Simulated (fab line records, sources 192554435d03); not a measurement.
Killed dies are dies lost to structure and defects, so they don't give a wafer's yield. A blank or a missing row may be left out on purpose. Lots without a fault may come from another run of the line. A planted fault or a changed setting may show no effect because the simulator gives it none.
A struck lot beside a sound one | flow n5_finfet | 18 steps out of a route of 1938
Sound: wafers L197.2, L197.4, L197.5. Struck: wafers L195.1, L195.4, L195.5. The cause comes at the end.
At each step with rows: each side's tool, then ch and its chambers, then its first start. Under that, the readings that differ: sound wafers | struck wafers | difference of the means | sigmas: that difference in standard deviations of wafers without a fault.
alike: readings whose means differ by less than 2 such deviations, and words and numbers that are the same on both sides. not compared: withheld readings, readings that some wafer has no value for, bounds like >300 that may hide the same value, and numbers for which the record gives no deviation and whose values overlap.
The two part at a step that has a row with sigmas, a row that says differs or no value, or rows on one side only. Numbers that don't overlap but have no deviation are shown without sigmas and don't part them. A reading that every wafer of one side lacks parts them only if that side has two wafers or more.

first, 8 steps without rows for these wafers: N5_BEOL_M8_PRE_CLEAN_55 (time 15 s); N5_BEOL_M8_DEP_56 (deposits SiCN from 3MS/NH3, target thk 10 nm, time 17.5 s); N5_BEOL_M9_ILD_DEP_00 (deposits SiCOH lowk from DEMS/porogen, target thk 308.51 nm, time 58 s); N5_BEOL_M9_CURE_71 (cures SiCOH lowk, time 240 s); N5_BEOL_M9_PECVD_70 (deposits SiO2 from TEOS/O2, target thk 20 nm, time 22.7 s); N5_BEOL_M9_HM_DEP_02 (deposits TiN, target thk 20 nm); N5_BEOL_M9_COAT_59 (time 60 s, resist thk 100 nm); N5_BEOL_M9_COAT_60 (time 60 s, resist thk 30 nm).
N5_BEOL_M9_COAT_05: resist thk 90 nm.
  sound on litho_track-04 ch 0, day 15 17:25; struck on litho_track-05 ch 0, day 15 03:16
  reading                                      | sound                | struck               | difference | sigmas
  spin_speed_rpm (rpm)                         | 1500.8 1500.0 1499.5 | 1571.5 1571.1 1571.1 | +71.1      | +71
  model.CAR-ArF_of_BEOL_M9_COAT_05.thk_nm (nm) | 89.8 90 90           | 88 87.6 87.4         | -2         |
  alike: exhaust_pa
then, 6 steps without rows for these wafers: N5_BEOL_M9_EBR_07; N5_BEOL_M9_SOFTBAKE_06 (time 60 s); N5_BEOL_M9_EXPOSE_08 (exposes mask M9); N5_BEOL_M9_PEB_09 (peb time 60 s); N5_BEOL_M9_DEVELOP_10 (develop time 30 s); N5_BEOL_M9_DESCUM_16 (chemistry O2, time 7.9 s).
N5_BEOL_M9_ETCH_61: etches SiARC in CF4, target depth 39 nm, time 65 s.
  sound on rie_diel-06 ch 0,3, day 15 18:01; struck on rie_diel-01 ch 1,2,3, day 15 03:38
  reading                                      | sound          | struck         | difference | sigmas
  showerhead_plenum_p_Torr (Torr)              | 2.05 2.09 2.05 | 2.17 2.15 2.21 | +0.11      | +2
  model.CAR-ArF_of_BEOL_M9_COAT_05.thk_nm (nm) | 55.4 55.4 55.4 | 53.4 53.2 53   | -2.2       |
  alike: bias_w, drypump_motor_current_A, etch_rf_on_time_s, oes_product_au, rf_vpp_V, throttle_valve_pct
  not compared: rf_hours_counter_h
then, 1 step without rows for these wafers: N5_BEOL_M9_ETCH_62 (etches SOC in N2/H2, target depth 110 nm, overetch 22 nm, time 165 s).
-- the record jumps here: 3 days lie between the struck wafers' starts before and after (it left off in module BEOL_M9 and takes up again in module PASSIVATION, whose first step shown is number 1936 of the route) --
N5_PASSIVATION_PROBE_49:
  sound on prober-02, day 18 23:01; struck on prober-01, day 18 01:27
  alike: defect_limited_yield, killed_at_M0_to_M3, killed_at_M4_up, killed_at_contacts, killed_at_front_end, killed_at_other, killed_dies, killed_open, killed_short, sort_bin_5_function, sort_bin_6_memory, sort_bin_8_speed, sort_n_pass, sort_yield_pct

WHERE THEY PART
First at N5_BEOL_M9_COAT_05; last, within this record, at N5_BEOL_M9_ETCH_61. Later steps at which nothing parts them and some readings are alike: N5_PASSIVATION_PROBE_49.

WHY: what the simulator had put in
Process parameter drift: litho_track-05, from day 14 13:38 on, at N5_BEOL_M9_COAT_05. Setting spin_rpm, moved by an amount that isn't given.
